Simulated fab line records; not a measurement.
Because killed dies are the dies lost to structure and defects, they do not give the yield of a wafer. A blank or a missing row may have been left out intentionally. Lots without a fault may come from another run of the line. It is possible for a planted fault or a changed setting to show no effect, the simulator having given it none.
fab line records | flow n5_finfet
[record] lots = 10 wafers = 29 last_day = 18
route steps=1938 shown BEOL_M15@1773 PASSIVATION@1936
lots that met no fault: taken from a fault-free run of the same line
start_h: hours from the record's opening day to when the first of the lot's shown wafers began | wait_h: time in hours since the lot's previous step | " the same as in the row above | L1.1+2: one row covering several wafers at once | - no value present, or no start provided | * or withheld: withheld | < > ~ a bound
route shown NAME@n: names a module that has steps shown in the file, with the first one's number in the route | usual: the fault-free wafers' mean and standard deviation | same: alike in all rows | chamber/n: place in a boat | sites: each site's reading | _std_site: the standard deviation of these | _edge_site: the outer-site mean with the inner-site mean subtracted | radius_mm: for every site, how far away it sits from the centre of the wafer | mask NAME#n: copy n | behind: the tool/chamber that last shaped the wafer | hold: why the lot went on hold/how many hours it stayed there/how the hold came to an end | device: whichever transistor did not switch (one of n, p or np) | end of line: the route-end tests of the same wafers | where a step has no rows: the recipe by itself | killed: at the first sort, the dies lost to defects and structure; wafer yield is something else | map: a wafer's dies, marking killed ones x, the rest . and places with no die _
set.NAME: the run value of the setting; set.NAME@STEP: its run value at that earlier step | model.NAME: the simulator's own value behind a step, which no gauge read
the route's steps for a sample of lots (tables are steps, rows are wafers)
services: a tool's chamber out of use, with start hour (start_h, from the record's first day; less than 0 if before it), hours out, and reason
[[steps]]
[step N5_BEOL_M15_ILD_DEP_00]
[recipe] material = SiO2 target_thk_a = 16293 temp_c = 400 precursor = TEOS/O2 pressure_torr = 6.5 rf_w = 900 teos_flow_sccm = 161.4 gas = O2 flow_sccm = 2650 time_s = 346.1
[usual] heater_power_w = 535/99 showerhead_plenum_p_Torr = 8.35/0.036 susceptor_temp_C = 400.02/0.24 throttle_valve_pct = 18.3/0.77
// columns lot.wafer tool chamber start_h wait_h heater_power_w showerhead_plenum_p_Torr susceptor_temp_C throttle_valve_pct
L168.4 pecvd-04 0 245.44 0.1 464 8.41 399.86 19.5
L168.5 " 1 " " 525 8.35 399.53 18.9
L168.6 " 2 " " 300 8.32 400.20 17.7
L171.2 pecvd-02 2 271.35 0.0 629 8.30 400.34 18.3
L171.3 " 0 " " 524 8.29 399.93 19.2
L171.6 " 1 " " 532 8.36 400.01 18.3
L178.1 pecvd-04 1 320.12 0.0 459 8.36 399.80 18.8
L178.3 " 2 " " 385 8.31 399.73 17.7
L178.6 " 0 " " 596 8.38 400.16 19.4
L181.2 pecvd-02 2 329.94 0.0 568 8.29 400.34 18.0
L181.5 " 1 " " 533 8.33 399.91 18.2
L181.6 " 2 " " 639 8.28 400.18 18.3
L183.3 pecvd-01 2 347.67 0.0 624 8.34 400.26 18.6
L183.4 " 2 " " 717 8.37 400.00 18.4
L183.6 " 1 " " 549 8.39 400.44 18.7
L184.2 pecvd-01 0 358.86 0.0 498 8.39 400.10 17.1
L184.4 " 1 " " 421 8.35 399.95 18.7
L184.6 " 2 " " 573 8.36 400.32 18.7
L187.1 pecvd-01 1 364.38 0.0 539 8.35 400.17 18.7
L187.2 " 2 " " 643 8.35 400.12 18.6
L187.5 " 2 " " 740 8.36 400.10 18.6
L190.1 pecvd-01 0 387.14 0.0 506 8.36 400.09 17.1
L190.2 " 2 " " 675 8.37 399.88 18.6
L190.3 " 0 " " 600 8.40 400.17 17.1
L188.1 pecvd-01 0 399.21 0.0 520 8.38 400.08 16.9
L188.2 " 2 " " 741 8.37 400.26 18.4
L188.6 " 0 " " 465 8.39 400.06 16.9
L189.1 pecvd-01 2 402.55 0.0 668 8.36 400.43 18.6
L189.3 " 2 " " 743 8.36 400.11 18.9
[step N5_BEOL_M15_ETCH_57]
[recipe] chemistry = N2/H2 target = SOC source_w = 3000 bias_w = 350 time_s = 750 ion_energy_ev = 200 pressure_mtorr = 30 n2_flow_sccm = 200 h2_flow_sccm = 200
[usual] drypump_motor_current_A = 5.7/0.37 oes_product_au = 0.79/0.086 rf_vpp_V = 524.2/2.2 showerhead_plenum_p_Torr = 2.55/0.074 throttle_valve_pct = 17.73/0.22
// columns lot.wafer tool chamber start_h wait_h drypump_motor_current_A oes_product_au rf_hours_counter_h rf_vpp_V showerhead_plenum_p_Torr throttle_valve_pct
L168.4 rie_diel-06 2 246.77 - 5.2 0.70 214 526.3 2.63 18.11
L168.5 " 2 " " 5.2 0.70 - 526.2 2.63 18.11
L168.6 " 3 " " 5.5 0.85 - 525.9 2.56 17.46
L171.2 rie_diel-06 0 272.62 - 5.9 0.90 25 523.7 2.48 17.61
L171.3 " 2 " " 5.2 0.69 223 525.8 2.63 18.13
L171.6 " 1 " " 5.5 0.94 - 522.8 2.51 17.44
L178.1 rie_diel-01 0 321.62 - 5.4 0.76 126 523.4 2.53 17.91
L178.3 " 3 " " 5.9 0.78 144 527.9 2.63 17.60
L178.6 " 3 " " 5.9 0.78 - 527.3 2.63 17.60
L181.2 rie_diel-06 2 331.21 - 5.2 0.68 240 524.7 2.62 18.14
L181.5 " 3 " " 5.5 0.81 - 525.7 2.55 17.51
L181.6 " 2 " " 5.2 0.67 - 525.9 2.62 18.15
L183.3 rie_diel-02 1 349.38 - 5.1 0.70 222 521.4 2.42 17.66
L183.4 " 1 " " 5.2 0.71 - 519.8 2.42 17.67
L183.6 " 2 " " 5.8 0.68 - 525.4 2.62 18.09
L184.2 rie_diel-02 2 360.82 - 5.8 0.66 259 525.8 2.61 18.10
L184.4 " 1 " " 5.2 0.70 - 521.2 2.42 17.67
L184.6 " 0 " " 6.0 0.87 - 528.3 2.68 17.89
L187.1 rie_diel-06 1 365.62 - 5.5 0.88 35 522.9 2.50 17.49
L187.2 " 0 " " 5.9 0.85 54 520.8 2.46 17.66
L187.5 " 1 " " 5.5 0.89 - 521.5 2.50 17.47
L190.1 rie_diel-02 1 388.97 - 5.2 0.70 240 520.5 2.41 17.69
L190.2 " 3 " " 6.4 0.92 19 522.9 2.48 17.43
L190.3 " 0 " " 5.9 0.86 49 528.9 2.68 17.91
L188.1 rie_diel-06 2 400.62 - 5.2 0.96 6 525.3 2.62 17.65
L188.2 " 1 " " 5.5 0.86 47 521.1 2.50 17.51
L188.6 " 3 " " 5.5 0.78 - 524.4 2.54 17.55
L189.1 rie_diel-01 0 404.17 - 5.4 0.74 144 524.6 2.53 17.95
L189.3 " 1 " " 6.5 0.82 90 521.4 2.46 17.64
[step N5_BEOL_M15_PEB_26]
[recipe] peb_temp_c = 130 peb_time_s = 90
[usual] heater_power_total_W = 172.5/0.76 plate_temp_C = 130.00/0.14
// columns lot.wafer tool chamber start_h wait_h heater_power_total_W plate_temp_C
L168.4 litho_track-05 0 247.43 0.0 172.8 129.96
L168.5 " 0 " " 171.5 130.03
L168.6 " 0 " " 172.8 130.09
L171.2 litho_track-01 0 273.41 0.0 173.2 129.90
L171.3 " 0 " " 172.2 129.96
L171.6 " 0 " " 172.3 129.99
L178.1 litho_track-01 0 322.40 0.1 174.5 131.16
L178.3 " 0 " " 175.5 131.15
L178.6 " 0 " " 175.6 131.01
L181.2 litho_track-01 0 332.24 0.0 175.1 131.20
L181.5 " 0 " " 175.9 131.00
L181.6 " 0 " " 174.2 131.25
L183.3 litho_track-05 0 350.16 0.0 172.3 129.88
L183.4 " 0 " " 173.1 130.11
L183.6 " 0 " " 173.5 130.06
L184.2 litho_track-02 0 361.60 0.0 172.1 130.08
L184.4 " 0 " " 171.2 130.05
L184.6 " 0 " " 171.7 130.36
L187.1 litho_track-05 0 366.28 0.1 172.1 130.09
L187.2 " 0 " " 173.8 130.02
L187.5 " 0 " " 170.9 130.00
L190.1 litho_track-05 0 389.75 0.1 171.9 130.29
L190.2 " 0 " " 170.8 130.21
L190.3 " 0 " " 172.8 130.10
L188.1 litho_track-02 0 401.27 0.1 172.8 130.06
L188.2 " 0 " " 173.1 129.81
L188.6 " 0 " " 172.6 129.90
L189.1 litho_track-05 0 404.95 0.1 172.7 130.02
L189.3 " 0 " " 172.5 129.95
[step N5_BEOL_M15_CD_MEAS_28]
[recipe] target_cd_nm = 407.6 landing_energy_ev = 500 detector = se_inlens
[usual] cd_nm = 408.2/1.7
// columns lot.wafer tool chamber start_h wait_h cd_nm
L168.4 cd_sem-02 0 247.55 - 408.3
L168.5 " 0 " " 409.1
L168.6 " 0 " " 409.5
L171.2 cd_sem-01 0 273.52 - 406.0
L171.3 " 0 " " 408.7
L171.6 " 0 " " 407.1
L178.1 cd_sem-03 0 322.52 - 413.6
L178.3 " 0 " " 411.9
L178.6 " 0 " " 413.7
L181.2 cd_sem-02 0 332.35 - 413.2
L181.5 " 0 " " 414.3
L181.6 " 0 " " 414.1
L183.3 cd_sem-01 0 350.28 - 407.8
L183.4 " 0 " " 408.5
L183.6 " 0 " " 408.7
L184.2 cd_sem-01 0 361.72 - 406.2
L184.4 " 0 " " 407.1
L184.6 " 0 " " 408.8
L187.1 cd_sem-03 0 366.39 - 408.5
L187.2 " 0 " " 409.3
L187.5 " 0 " " 409.8
L190.1 cd_sem-02 0 389.87 - 411.1
L190.2 " 0 " " 410.7
L190.3 " 0 " " 409.8
L188.1 cd_sem-01 0 401.39 - 405.5
L188.2 " 0 " " 407.3
L188.6 " 0 " " 406.0
L189.1 cd_sem-01 0 405.07 - 406.3
L189.3 " 0 " " 405.8
[step N5_BEOL_M15_ETCH_61]
[recipe] chemistry = N2/H2 target = BARC target_depth_a = 890 overetch_a = 267 time_s = 67.9 ion_energy_ev = 200 pressure_mtorr = 30 source_w = 840 bias_w = 150 n2_flow_sccm = 200 h2_flow_sccm = 200
[usual] drypump_motor_current_A = 5.7/0.39 oes_product_au = 0.68/0.075 rf_vpp_V = 524.3/2.6 showerhead_plenum_p_Torr = 2.55/0.086 throttle_valve_pct = 17.85/0.21
// columns lot.wafer tool chamber start_h wait_h drypump_motor_current_A oes_product_au rf_hours_counter_h rf_vpp_V showerhead_plenum_p_Torr throttle_valve_pct
L168.4 rie_diel-01 1 247.67 0.0 6.5 0.74 54 522.1 2.47 17.67
L168.5 " 2 " " 5.6 0.61 - 524.3 2.53 17.91
L168.6 " 1 " " 6.4 0.73 - 523.9 2.47 17.68
L171.2 rie_diel-02 1 273.64 0.0 5.2 0.63 193 520.8 2.43 17.73
L171.3 " 2 " " 5.8 0.60 223 525.9 2.63 18.16
L171.6 " 2 " " 5.8 0.60 - 526.3 2.63 18.15
L178.1 rie_diel-01 0 322.64 0.0 5.4 0.65 126 524.8 2.53 18.02
L178.3 " 1 " " 6.4 0.71 75 522.2 2.46 17.70
L178.6 " 3 " " 5.9 0.67 - 528.5 2.63 17.70
L181.2 rie_diel-06 1 332.70 0.0 5.5 0.78 25 523.0 2.51 17.57
L181.5 " 2 " " 5.2 0.58 - 524.4 2.62 18.26
L181.6 " 1 " " 5.5 0.78 - 521.0 2.51 17.58
L183.3 rie_diel-06 0 350.82 0.0 5.9 0.72 48 522.2 2.47 17.77
L183.4 " 3 " " 5.5 0.68 - 525.5 2.54 17.64
L183.6 " 0 " " 6.0 0.72 - 522.5 2.47 17.77
L184.2 rie_diel-02 1 362.22 0.0 5.2 0.61 230 520.8 2.42 17.77
L184.4 " 0 " " 5.9 0.74 - 527.7 2.68 17.99
L184.6 " 1 " " 5.2 0.60 - 517.8 2.41 17.76
L187.1 rie_diel-06 3 366.52 0.0 5.5 0.68 100 523.4 2.54 17.65
L187.2 " 0 " " 5.9 0.72 55 521.9 2.46 17.79
L187.5 " 3 " " 5.5 0.67 - 524.7 2.54 17.64
L190.1 rie_diel-02 0 389.99 0.0 5.9 0.74 50 527.8 2.68 17.99
L190.2 " 3 " " 6.4 0.79 20 523.5 2.47 17.55
L190.3 " 1 " " 5.2 0.60 240 520.2 2.41 17.79
L188.1 rie_diel-02 0 401.72 0.0 5.9 0.73 54 529.2 2.68 18.01
L188.2 " 3 " " 6.4 0.78 24 522.4 2.47 17.56
L188.6 " 3 " " 6.4 0.78 - 523.2 2.47 17.57
L189.1 rie_diel-06 2 405.63 0.0 5.2 0.81 7 524.7 2.61 17.77
L189.3 " 3 " " 5.5 0.67 112 523.9 2.53 17.66
[step N5_PASSIVATION_PROBE_49]
[usual] defect_limited_yield = 91.4/1.5 killed_at_M0_to_M3 = 35/11 killed_at_M4_up = 16/7 killed_at_contacts = 11/5.3 killed_at_front_end = 37/11 killed_at_other = 3.1/2.8 killed_dies = 102/18 killed_open = 69/15 killed_short = 31/7.8 sort_bin_5_function = 5.1/1.1 sort_bin_6_memory = 3.2/0.69 sort_n_pass = 1078/18 sort_yield_pct = 91.4/1.5
[same] gross_dies = 1180 killed_at_back_side = 0 sort_bin_4_leakage[%] = 0 sort_bin_8_speed[%] = 0
// columns lot.wafer tool chamber start_h wait_h defect_limited_yield[%] killed_at_M0_to_M3 killed_at_M4_up killed_at_contacts killed_at_front_end killed_at_other killed_dies killed_open killed_short sort_bin_5_function[%] sort_bin_6_memory[%] sort_n_pass sort_yield_pct[%]
L178.6 prober-01 - 337.75 0.3 92.8 26 14 9 33 3 85 62 19 3.7 3.4 1095 92.8
L183.3 prober-01 - 373.73 0.1 90.2 41 19 12 28 16 116 75 41 5.8 3.7 1064 90.2
L183.4 prober-01 - 373.78 0.2 89.7 55 10 17 35 5 122 75 47 6.6 3.3 1058 89.7
L183.6 prober-01 - 373.88 0.3 91.5 43 15 10 28 4 100 65 33 4.5 3.8 1080 91.5
L190.1 prober-02 - 407.53 0.2 90.7 49 6 10 44 1 110 86 24 5.1 3.6 1070 90.7
L190.2 prober-02 - 407.58 0.3 88.7 42 8 14 63 6 133 99 31 6.9 3.9 1047 88.7
L190.3 prober-02 - 407.63 0.3 90.7 56 8 17 27 2 110 67 38 5.6 3.0 1070 90.7
// killed by level:class
L178.6 BEOL_M2:geometric_particle:open=8 FIN_SAQP:geometric_particle:short=7 MOL_CONTACT_COAG:geometric_particle:open=7 FIN_SAQP:geometric_particle:open=6 BEOL_M0_SAQP:geometric_particle:open=5 BEOL_M3:geometric_particle:open=4 BEOL_M1:geometric_particle:open=4 BEOL_M4:geometric_particle:open=4
L183.3 MOL_CONTACT_COAG:geometric_particle:open=10 BEOL_M2:geometric_particle:open=9 BEOL_M3:geometric_particle:open=8 BEOL_M4:geometric_particle:open=7 FIN_SAQP:geometric_particle:open=6 DUMMY_GATE:geometric_particle:open=6 BEOL_M0_SAQP:geometric_particle:short=5 BEOL_M1:geometric_particle:open=5
L183.4 MOL_CONTACT_COAG:geometric_particle:open=17 BEOL_M3:geometric_particle:open=12 GATE_CUT:geometric_particle:short=11 BEOL_M0_SAQP:geometric_particle:short=11 BEOL_M2:geometric_particle:open=10 BEOL_M2:geometric_particle:short=7 FIN_SAQP:geometric_particle:open=5 BEOL_M1:geometric_particle:open=5
L183.6 BEOL_M3:geometric_particle:open=10 MOL_CONTACT_COAG:geometric_particle:open=8 BEOL_M2:geometric_particle:open=8 BEOL_M0_SAQP:geometric_particle:open=7 BEOL_M4:geometric_particle:open=6 BEOL_M1:geometric_particle:open=5 FIN_SAQP:geometric_particle:open=4 BEOL_M1:geometric_particle:short=4
L190.1 STI_FIN_REVEAL:geometric_particle:open=18 BEOL_M1:geometric_particle:open=13 BEOL_M0_SAQP:geometric_particle:open=9 FIN_SAQP:geometric_particle:open=8 MOL_CONTACT_COAG:geometric_particle:open=7 FIN_SAQP:geometric_particle:short=6 BEOL_M0_SAQP:geometric_particle:short=6 BEOL_M0:geometric_particle:open=6
L190.2 STI_FIN_REVEAL:geometric_particle:open=20 FIN_SAQP:geometric_particle:open=19 BEOL_M3:geometric_particle:open=12 BEOL_M2:geometric_particle:open=11 MOL_CONTACT_COAG:geometric_particle:open=9 BEOL_M0_SAQP:geometric_particle:open=6 STI_FIN_REVEAL:geometric_particle:short=5 MOL_CONTACT_COAG:geometric_particle:short=5
L190.3 MOL_CONTACT_COAG:geometric_particle:open=15 BEOL_M0_SAQP:geometric_particle:short=12 BEOL_M1:geometric_particle:open=12 BEOL_M0_SAQP:geometric_particle:open=10 BEOL_M2:geometric_particle:open=8 BEOL_M1:geometric_particle:short=6 HKMG_FIN:area_etch=5 BEOL_M3:geometric_particle:open=4
[[services]]
// columns tool chamber start_h hours kind
pecvd-04 - 222.72 0.5 repair
pecvd-01 - 249.84 0.6 repair
rie_diel-06 1 250.77 15.2 repair
pecvd-01 - 269.73 1.0 repair
pecvd-04 - 270.16 2.9 repair
pecvd-04 2 282.31 4.7 repair
pecvd-04 - 290.23 1.7 repair
rie_diel-01 1 306.06 3.2 repair
rie_diel-01 2 317.52 13.2 repair
rie_diel-06 1 324.83 6.5 repair
rie_diel-06 0 329.54 6.8 repair
rie_diel-01 - 331.02 28.1 pm
rie_diel-02 3 337.71 39.6 repair
rie_diel-06 1 347.24 8.0 repair
rie_diel-06 2 355.21 - clean
rie_diel-06 2 355.21 - consumable_replace:focus_ring
rie_diel-06 2 355.21 19.9 scheduled_down
rie_diel-06 2 355.21 19.9 vent_cycle
pecvd-01 - 357.40 1.4 repair
rie_diel-01 1 364.05 3.9 repair
rie_diel-02 2 370.56 11.4 repair
rie_diel-02 0 374.23 10.2 repair
rie_diel-01 3 376.43 7.4 repair
rie_diel-06 2 390.90 3.9 repair
[[key]]
[first_sign] step = N5_BEOL_M15_PEB_26 reading = plate_temp_C direction = up sigmas = 8.2 usual = * struck = *
[effect] step = N5_BEOL_M15_PEB_26 reading = heater_power_total_W direction = up sigmas = 3.5 usual = * struck = *
[effect] step = N5_BEOL_M15_CD_MEAS_28 reading = cd_nm direction = up sigmas = 3 usual = 408.2 struck = 413.5 through = control_loop
met_at N5_BEOL_M15_PEB_26
struck_lots L178,L181
[loop_trim] step = N5_BEOL_M15_EXPOSE_25 setting = dose lots = L181
not_acting_at N5_BEOL_M15_ILD_DEP_00,N5_BEOL_M15_ETCH_57,N5_BEOL_M15_ETCH_61
onset_between 273.41 322.40
[fault] kind = process_parameter_drift tool = litho_track-01 chamber = - onset_h = 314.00 steps = N5_BEOL_M15_PEB_26 channel = peb_temp_c offset = * shape = step end_h = 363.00 acts_in = * stated = *
// loop_trim: a control loop set the setting to another value than it would have without faults
